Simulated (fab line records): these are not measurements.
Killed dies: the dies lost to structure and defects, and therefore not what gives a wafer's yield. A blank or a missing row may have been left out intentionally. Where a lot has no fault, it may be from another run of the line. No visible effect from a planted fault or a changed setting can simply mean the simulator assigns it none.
Comparing a struck lot with a sound one	flow n5Finfet	14 steps out of a route of 1938
Sound: the wafers L540.2, L540.4, L540.6. The struck wafers were L546.1, L546.5, L546.6. Last of all comes the cause.
Each step with rows lists, per side, the tool, then ch with its chambers, then its first start. Under that, the readings that differ: sound wafers	struck wafers	difference of the means	sigmas: that difference in standard deviations of wafers without a fault.
alike: readings whose means differ by less than 2 such deviations, and words and numbers that are the same on both sides. not compared: withheld readings, readings that some wafer has no value for, bounds like >300 that may hide the same value, and numbers for which the record gives no deviation and whose values overlap.
A row with sigmas, a row that says differs or no value, or rows on one side alone: a step with any of these is where the two part. Numbers that don't overlap but have no deviation are shown without sigmas and don't part them. A reading missing from all wafers of one side parts the sides only when that side holds two or more wafers.

first, 2 steps without rows for these wafers: N5_BEOL_M5_STRIP_63 (strips in N2/H2); N5_BEOL_M5_STRIP_73 (strips in N2/H2).
N5_BEOL_M5_STRIP_64: strips in CF4.
  sound on rieDiel-06 ch 0,1, day 10 13:37; struck on rieDiel-03 ch 0,2,3, day 13 05:44
  alike: drypumpMotorCurrentA, oesProductAu, rfVppV, showerheadPlenumPTorr, throttleValvePct
  not compared: rfHoursCounterH
N5_BEOL_M5_HM_OPEN_17: chemistry Cl2/BCl3, target TiN, target depth 20 nm, overetch 6 nm.
  sound on rieMetal-01 ch 0,1, day 10 13:40; struck on rieMetal-03 ch 0,1, day 13 05:47
  alike: drypumpMotorCurrentA, oesProductAu, throttleValvePct
  not compared: rfHoursCounterH
N5_BEOL_M5_STRIP_19: strips in O2.
  sound on rieDiel-06 ch 0,1,2, day 10 13:46; struck on rieDiel-02 ch 0,1,3, day 13 05:53
  alike: drypumpMotorCurrentA, oesProductAu, rfVppV, showerheadPlenumPTorr, throttleValvePct
  not compared: rfHoursCounterH
N5_BEOL_M5_CD_MEAS_18: pitch 56 nm, target cd 28 nm.
  sound: cdSem-03 at day 10 13:50; struck: cdSem-03 at day 13 05:58
  alike: cdNm
then, 6 steps without rows for these wafers: N5_BEOL_M5_COAT_65 (time 60 s, resist thk 60 nm); N5_BEOL_M5_COAT_66 (time 60 s, resist thk 12 nm); N5_BEOL_M5_COAT_74 (time 60 s, resist thk 5 nm); N5_BEOL_M5_COAT_22 (resist thk 30 nm); N5_BEOL_M5_EBR_24; N5_BEOL_M5_SOFTBAKE_23 (time 60 s).
N5_BEOL_M5_EXPOSE_25: exposes mask V4, defocus 10 nm.
  sound on euvScanner-02 ch 0, day 10 15:38; struck on euvScanner-02, day 13 07:15
  no value came back on the struck wafers for dipoleOpeningDeg (degrees), exposureDoseMJCm2; on the sound wafers dipoleOpeningDeg (degrees) reads 60 60 60
  alike: mask
then, 1 step without rows for these wafers: N5_BEOL_M5_PEB_26 (peb time 60 s).

WHERE THEY PART
Only at N5_BEOL_M5_EXPOSE_25, as far as this record shows.

WHY: whatever the simulator had introduced
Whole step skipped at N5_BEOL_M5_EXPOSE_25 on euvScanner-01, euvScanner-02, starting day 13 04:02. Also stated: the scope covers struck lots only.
